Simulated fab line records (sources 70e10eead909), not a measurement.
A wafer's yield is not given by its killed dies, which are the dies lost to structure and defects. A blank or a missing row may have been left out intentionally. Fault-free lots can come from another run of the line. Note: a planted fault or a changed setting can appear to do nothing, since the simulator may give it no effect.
Which of the tools did it?	flow nand-harc	7 lots with 21 wafers sampled at 2 steps, on a route of 1302 steps

== WHAT EACH GAUGE READ, for each wafer ==
NHARC_A_ONON_D2_THK_MEAS_21: measures by ellipsometry.
lot	measured	on	thk-nm (nm)
L794	day 13 12:39	film-metro-02	991 991 991
L796	day 14 07:28	film-metro-02	1002 1003 1002
L799	day 15 19:43	film-metro-01	1006 1006 1007
L801	day 17 04:51	film-metro-02	995 998 998
L804	day 17 19:07	film-metro-01	980 981 982
L811	day 20 18:53	film-metro-02	792 791 791
L815	day 22 15:16	film-metro-01	1021 1020 1019

== TOOL THAT RAN EACH LOT (tool first, then ch and the chambers of the sampled wafers, then the start) ==
lot	NHARC_A_ONON_D2_DEP_19
L794	pecvd-onon-01 ch 0, day 13 12:12
L796	pecvd-onon-02 ch 0, day 14 06:57
L799	pecvd-onon-04 ch 0, day 15 19:15
L801	pecvd-onon-04 ch 0, day 17 04:19
L804	pecvd-onon-04 ch 0, day 17 18:36
L811	pecvd-onon-02 ch 0, day 20 18:29
L815	pecvd-onon-01 ch 0, day 22 14:48
- NHARC_A_ONON_D2_DEP_19: target thk 1000 nm.

== THE ANSWER, worked out from the rows above alone ==
Rule: the usual values come from the lots themselves. The widest of any qualifying gaps counts: lots, ordered by their means at a reading, are off when they make up no more than a third of the lots, leave a main group of 4 or more, and stand apart from it by 3 or more times the standard deviation of that group's means. A main group whose means are all the same, to the digits that the tables above print for the reading, isn't used. Also off: a lot with no number at a reading for which 4 or more lots have one. The other lots that the step has rows for count as sound.
Off: L811 (NHARC_A_ONON_D2_THK_MEAS_21, thk-nm). The main group has a mean of 1000 nm with a standard deviation of 12.
A tool fits if, at a process step before that reading, it ran every lot that is off, and no sound lot after the first of them. The gauges at NHARC_A_ONON_D2_THK_MEAS_21 are tried like those tools. Undecided on this evidence; 2 tools fit (pecvd-onon-02 at NHARC_A_ONON_D2_DEP_19, film-metro-02 at NHARC_A_ONON_D2_THK_MEAS_21).

== WHAT WAS PUT IN BY THE SIMULATOR ==
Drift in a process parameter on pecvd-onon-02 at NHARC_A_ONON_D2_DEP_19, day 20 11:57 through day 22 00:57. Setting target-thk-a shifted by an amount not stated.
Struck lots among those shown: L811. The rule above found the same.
